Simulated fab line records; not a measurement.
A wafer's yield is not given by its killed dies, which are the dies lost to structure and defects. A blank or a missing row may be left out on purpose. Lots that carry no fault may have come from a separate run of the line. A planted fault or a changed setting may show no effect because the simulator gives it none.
A lot that was struck, set against a sound lot -- flow n5 finfet -- 14 out of 1938 route steps
Sound: the wafers L859.1, L859.3, L859.6. Struck: wafer L849.2 (L849.4, L849.6, from the same lot, were not struck and are left out); the cause is given at the end.
For every step that has rows: the tool of each side, followed by ch and its chambers, followed by its first start. Under that, the readings that differ: sound wafers -- struck wafers -- difference of the means -- sigmas: that difference in standard deviations of wafers without a fault.
alike: a reading whose means differ by less than 2 such deviations, as well as words and numbers matching on both sides. not compared: withheld readings; readings where some wafer has no value; bounds like >300 that might hide an equal value; numbers whose values overlap and for which the record gives no deviation.
Wherever a step has rows on one side only, a row that says differs or no value, or a row with sigmas, the two part there. Numbers that have no deviation but don't overlap get no sigmas and don't part them. Lack of a reading on every wafer of one side parts them only where that side has two or more wafers.

N5_BEOL_M3_ANNEAL_87: time 240 s.
  sound on pvd sputter-03, day 11 18:12; struck on pvd sputter-01, day 9 14:53
  alike: heater power w
then, 2 steps without rows for these wafers: N5_BEOL_M3_SPUTTER_88 (material Cu, target thk 4.5 nm, time 8.29 s); N5_BEOL_M3_ANNEAL_89 (time 240 s).
N5_BEOL_M3_SPUTTER_90: material Cu, target thk 4.5 nm, time 8.29 s.
  sound on pvd sputter-03, day 11 18:34; struck on pvd sputter-01, day 9 15:15
  alike: throttle valve pct
then, 2 steps without rows for these wafers: N5_BEOL_M3_ANNEAL_91 (time 240 s); N5_BEOL_M3_SPUTTER_92 (material Cu, target thk 4.5 nm, time 8.29 s).
N5_BEOL_M3_ANNEAL_93: time 240 s.
  sound on pvd sputter-03, day 11 18:52; struck on pvd sputter-01, day 9 15:33
  alike: heater power w
then, 2 steps without rows for these wafers: N5_BEOL_M3_SPUTTER_94 (material Cu, target thk 4.5 nm, time 8.29 s); N5_BEOL_M3_ANNEAL_95 (time 240 s).
N5_BEOL_M3_SPUTTER_96: material Cu, target thk 4.5 nm, time 8.29 s.
  sound on pvd sputter-03, day 11 19:13; struck on pvd sputter-01, day 9 15:55
  alike: throttle valve pct
then, 1 step without rows for these wafers: N5_BEOL_M3_ECD_50 (material Cu, target thk 300 nm).
N5_BEOL_M3_ANNEAL_51: time 90 s.
  sound on rtp anneal-01 ch 0, day 11 19:25; struck on rtp anneal-02 ch 0, day 9 16:09
reading,sound,struck,difference,sigmas
wafer_temp_C_max,226.4 226.3 226.3,225.5,-0.8,-2
  alike: anneal temp c
N5_BEOL_M3_CMP_52: polishes, stops on SiOC, t overpolish 6.8 s, target thk 40 nm.
  sound on cmp-01 ch 0,1,2, day 11 19:47; struck on cmp-03 ch 2, day 9 16:24
reading,sound,struck,difference,sigmas
barrier field endpoint s (s),24.9 24.5 24.7,13.1,-11.6,-19
time to endpoint s (s),63.1 61.7 61.0,31.8,-30.1,-11
model.Cu_of_BEOL_M3_ECD_50.thk nm (nm),39 39.6 41,36,-4,
model.SiOC_of_BEOL_M3_ILD_DEP_00.thk nm (nm),75.8 76.2 77.6,73.4,-3.1,
  alike: motor current A, overpolish run s
  not compared: pad life wafers
N5_BEOL_M4_RC_MEAS_101:
  sound on prober-01 ch 0, day 12 04:16; struck on prober-02 ch 0, day 10 04:13
reading,sound,struck,difference,sigmas
VT_N (mV),252.2 256.2 255.1,248.4,-6.1,-2
  alike: DIBL_N, DIBL_P, IOFF_N, IOFF_P, ION_N, ION_P, SS_N, SS_P, VT_P

## WHERE THEY PART
First at N5_BEOL_M3_ANNEAL_51; last, within this record, at N5_BEOL_M4_RC_MEAS_101.

WHY: what had been put in by the simulator
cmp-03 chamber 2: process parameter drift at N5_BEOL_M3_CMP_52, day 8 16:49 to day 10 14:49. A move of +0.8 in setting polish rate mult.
